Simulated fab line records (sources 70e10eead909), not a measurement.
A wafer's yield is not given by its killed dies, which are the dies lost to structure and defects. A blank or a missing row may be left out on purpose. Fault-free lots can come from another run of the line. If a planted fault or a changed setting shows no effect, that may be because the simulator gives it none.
Matching of chambers || flow nand harc || NHARC_P_M2_ETCH_35 on rie diel-03: 4 sister chambers
The step etches the open film in N2/H2, target depth 40 nm, overetch 12 nm, time 43.94 s. 27 wafers are shown with their chamber, then 12 later ones without.

## WAFERS WITH THEIR CHAMBER
{"wafer": "L075.2", "chamber": 2, "showerhead plenum p Torr (Torr)": 1.98, "drypump motor current A (A)": 5.7, "rf vpp V (V)": 428.6}
{"wafer": "L075.5", "chamber": 2, "showerhead plenum p Torr (Torr)": 1.98, "drypump motor current A (A)": 5.7, "rf vpp V (V)": 430.4}
{"wafer": "L075.6", "chamber": 1, "showerhead plenum p Torr (Torr)": 2.03, "drypump motor current A (A)": 5.7, "rf vpp V (V)": 430.5}
{"wafer": "L076.1", "chamber": 2, "showerhead plenum p Torr (Torr)": 1.98, "drypump motor current A (A)": 5.7, "rf vpp V (V)": 429.2}
{"wafer": "L076.3", "chamber": 0, "showerhead plenum p Torr (Torr)": 2.19, "drypump motor current A (A)": 5.4, "rf vpp V (V)": 433.4}
{"wafer": "L076.4", "chamber": 3, "showerhead plenum p Torr (Torr)": 1.98, "drypump motor current A (A)": 5.3, "rf vpp V (V)": 429.2}
{"wafer": "L077.1", "chamber": 3, "showerhead plenum p Torr (Torr)": 1.98, "drypump motor current A (A)": 5.4, "rf vpp V (V)": 429.8}
{"wafer": "L077.2", "chamber": 1, "showerhead plenum p Torr (Torr)": 2.03, "drypump motor current A (A)": 5.7, "rf vpp V (V)": 431.6}
{"wafer": "L077.3", "chamber": 2, "showerhead plenum p Torr (Torr)": 1.98, "drypump motor current A (A)": 5.7, "rf vpp V (V)": 428.8}
{"wafer": "L077.4", "chamber": 0, "showerhead plenum p Torr (Torr)": 2.19, "drypump motor current A (A)": 5.4, "rf vpp V (V)": 433.1}
{"wafer": "L077.5", "chamber": 2, "showerhead plenum p Torr (Torr)": 1.98, "drypump motor current A (A)": 5.7, "rf vpp V (V)": 429.4}
{"wafer": "L077.6", "chamber": 3, "showerhead plenum p Torr (Torr)": 1.98, "drypump motor current A (A)": 5.4, "rf vpp V (V)": 428.6}
{"wafer": "L082.1", "chamber": 3, "showerhead plenum p Torr (Torr)": 1.98, "drypump motor current A (A)": 5.4, "rf vpp V (V)": 430.1}
{"wafer": "L082.4", "chamber": 2, "showerhead plenum p Torr (Torr)": 1.98, "drypump motor current A (A)": 5.7, "rf vpp V (V)": 429.6}
{"wafer": "L082.6", "chamber": 3, "showerhead plenum p Torr (Torr)": 1.98, "drypump motor current A (A)": 5.4, "rf vpp V (V)": 430.1}
{"wafer": "L083.1", "chamber": 0, "showerhead plenum p Torr (Torr)": 2.19, "drypump motor current A (A)": 5.3, "rf vpp V (V)": 434.3}
{"wafer": "L083.4", "chamber": 2, "showerhead plenum p Torr (Torr)": 1.98, "drypump motor current A (A)": 5.7, "rf vpp V (V)": 429.9}
{"wafer": "L083.6", "chamber": 1, "showerhead plenum p Torr (Torr)": 2.03, "drypump motor current A (A)": 5.7, "rf vpp V (V)": 430.1}
{"wafer": "L084.1", "chamber": 2, "showerhead plenum p Torr (Torr)": 1.98, "drypump motor current A (A)": 5.7, "rf vpp V (V)": 428.2}
{"wafer": "L084.2", "chamber": 3, "showerhead plenum p Torr (Torr)": 1.98, "drypump motor current A (A)": 5.3, "rf vpp V (V)": 428.8}
{"wafer": "L084.6", "chamber": 3, "showerhead plenum p Torr (Torr)": 1.98, "drypump motor current A (A)": 5.3, "rf vpp V (V)": 428.2}
{"wafer": "L085.1", "chamber": 1, "showerhead plenum p Torr (Torr)": 2.03, "drypump motor current A (A)": 5.7, "rf vpp V (V)": 430.1}
{"wafer": "L085.2", "chamber": 2, "showerhead plenum p Torr (Torr)": 1.98, "drypump motor current A (A)": 5.7, "rf vpp V (V)": 428.0}
{"wafer": "L085.6", "chamber": 0, "showerhead plenum p Torr (Torr)": 2.19, "drypump motor current A (A)": 5.3, "rf vpp V (V)": 434.2}
{"wafer": "L090.1", "chamber": 3, "showerhead plenum p Torr (Torr)": 1.98, "drypump motor current A (A)": 5.4, "rf vpp V (V)": 429.4}
{"wafer": "L090.3", "chamber": 1, "showerhead plenum p Torr (Torr)": 2.02, "drypump motor current A (A)": 5.7, "rf vpp V (V)": 430.0}
{"wafer": "L090.6", "chamber": 3, "showerhead plenum p Torr (Torr)": 1.98, "drypump motor current A (A)": 5.4, "rf vpp V (V)": 430.4}

SIGNATURES (averages over the wafers above)
{"reading": "showerhead plenum p Torr", "chamber 0": 2.1900, "chamber 1": 2.0280, "chamber 2": 1.9800, "chamber 3": 1.9800, "scatter within a chamber": 0.00187}
{"reading": "drypump motor current A", "chamber 0": 5.350, "chamber 1": 5.700, "chamber 2": 5.700, "chamber 3": 5.367, "scatter within a chamber": 0.0361}
{"reading": "rf vpp V", "chamber 0": 433.750, "chamber 1": 430.460, "chamber 2": 429.122, "chamber 3": 429.400, "scatter within a chamber": 0.737}
Rule: for each reading, subtract the chamber's mean from the wafer's reading, divide by that reading's scatter and square the result; add these up over the readings and take the root, which gives the wafer's distance from the chamber. If the next closest chamber is less than 2 further off than the closest, the wafer can't be placed; otherwise it belongs to the closest. How the scatter is found: for the shown wafers, subtract from each reading the mean of its chamber, square and add these, divide the total by (wafers less chambers), then take the root.

## WAFERS WITHOUT THEIR CHAMBER
{"wafer": "L092.3", "showerhead plenum p Torr (Torr)": 1.98, "drypump motor current A (A)": 5.7, "rf vpp V (V)": 430.3}
{"wafer": "L092.4", "showerhead plenum p Torr (Torr)": 1.98, "drypump motor current A (A)": 5.4, "rf vpp V (V)": 427.1}
{"wafer": "L092.6", "showerhead plenum p Torr (Torr)": 1.98, "drypump motor current A (A)": 5.4, "rf vpp V (V)": 428.7}
{"wafer": "L093.2", "showerhead plenum p Torr (Torr)": 2.18, "drypump motor current A (A)": 5.4, "rf vpp V (V)": 435.5}
{"wafer": "L093.4", "showerhead plenum p Torr (Torr)": 2.02, "drypump motor current A (A)": 5.7, "rf vpp V (V)": 429.7}
{"wafer": "L093.5", "showerhead plenum p Torr (Torr)": 1.98, "drypump motor current A (A)": 5.7, "rf vpp V (V)": 428.8}
{"wafer": "L096.4", "showerhead plenum p Torr (Torr)": 1.98, "drypump motor current A (A)": 5.7, "rf vpp V (V)": 428.8}
{"wafer": "L096.5", "showerhead plenum p Torr (Torr)": 1.98, "drypump motor current A (A)": 5.7, "rf vpp V (V)": 428.0}
{"wafer": "L096.6", "showerhead plenum p Torr (Torr)": 1.97, "drypump motor current A (A)": 5.3, "rf vpp V (V)": 426.8}
{"wafer": "L097.3", "showerhead plenum p Torr (Torr)": 1.98, "drypump motor current A (A)": 5.7, "rf vpp V (V)": 429.9}
{"wafer": "L097.4", "showerhead plenum p Torr (Torr)": 2.02, "drypump motor current A (A)": 5.7, "rf vpp V (V)": 430.8}
{"wafer": "L097.5", "showerhead plenum p Torr (Torr)": 1.98, "drypump motor current A (A)": 5.7, "rf vpp V (V)": 428.3}

## WHICH CHAMBER EACH WENT THROUGH
{"wafer": "L092.3", "from the rows above": 2, "in truth": 2}
{"wafer": "L092.4", "from the rows above": 3, "in truth": 3}
{"wafer": "L092.6", "from the rows above": 3, "in truth": 3}
{"wafer": "L093.2", "from the rows above": 0, "in truth": 0}
{"wafer": "L093.4", "from the rows above": 1, "in truth": 1}
{"wafer": "L093.5", "from the rows above": 2, "in truth": 2}
{"wafer": "L096.4", "from the rows above": 2, "in truth": 2}
{"wafer": "L096.5", "from the rows above": 2, "in truth": 2}
{"wafer": "L096.6", "from the rows above": 3, "in truth": 3}
{"wafer": "L097.3", "from the rows above": 2, "in truth": 2}
{"wafer": "L097.4", "from the rows above": 1, "in truth": 1}
{"wafer": "L097.5", "from the rows above": 2, "in truth": 2}
Correct placement for 12 of the 12. Can't be placed from these rows: 0. Number placed wrongly: 0.
